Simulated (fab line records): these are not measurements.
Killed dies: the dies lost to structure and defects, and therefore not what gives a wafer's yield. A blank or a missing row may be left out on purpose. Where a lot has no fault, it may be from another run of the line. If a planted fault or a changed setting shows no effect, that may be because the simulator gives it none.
Chamber matching -- flow nand_harc -- cmp-01 running NHARC_A_CONTACT_CMP_20: 4 sister chambers
The step polishes, t overpolish 30 s, target thk 300 nm. 14 wafers are shown with their chamber, then 7 later ones without.

WAFERS WITH THEIR CHAMBER
wafer,chamber,motor_current_A (A),time_to_endpoint_s (s),overpolish_run_s (s)
L078.1,0,12.3,63,30.003
L078.3,1,11.5,53,29.998
L078.4,2,11.9,60,30.009
L079.1,0,13.4,62,30.011
L079.4,2,12.4,58,30.011
L079.5,2,12.6,60,30.003
L080.1,0,12.6,65,30.000
L080.3,3,10.2,57,30.007
L080.4,2,12.6,58,30.012
L084.4,2,11.8,56,30.007
L084.5,2,12.2,58,29.997
L084.6,3,10.3,54,30.000
L092.1,3,10.3,61,30.004
L092.2,2,12.6,58,29.986

SIGNATURES (averages over the wafers above)
reading,chamber 0,chamber 1,chamber 2,chamber 3,scatter within a chamber
motor_current_A,12.767,11.500,12.300,10.267,0.368
time_to_endpoint_s,63.33,53.00,58.29,57.33,2.02
overpolish_run_s,30.00467,29.99800,30.00357,30.00367,0.0078
Rule: for a wafer and a chamber, the distance is found by dividing, reading by reading, the gap between the wafer's reading and the chamber's mean by the reading's scatter, squaring, summing and taking the root. If the next closest chamber is less than 2 further off than the closest, the wafer can't be placed; otherwise it belongs to the closest. The scatter: the root of (the sum of the squares of (reading less its chamber's mean) over the shown wafers, divided by (wafers less chambers)).

WAFERS WHOSE CHAMBER IS MISSING
wafer,motor_current_A (A),time_to_endpoint_s (s),overpolish_run_s (s)
L092.3,12.9,66,30.000
L090.1,11.6,59,30.017
L090.3,11.7,53,29.998
L090.6,11.3,57,29.998
L091.4,10.0,61,30.005
L091.5,9.9,62,30.011
L091.6,11.9,62,30.004

CHAMBER TAKEN BY EACH
wafer,from the rows above,in truth
L092.3,0,0
L090.1,can't be placed: 2 or 1 or 3 or 0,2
L090.3,1,1
L090.6,can't be placed: 1 or 2 or 3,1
L091.4,3,3
L091.5,3,3
L091.6,can't be placed: 2 or 0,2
Placed correctly: 4 of 7. Unplaceable from these rows: 3, with the true chamber sitting among the candidates in 3. Number placed wrongly: 0.
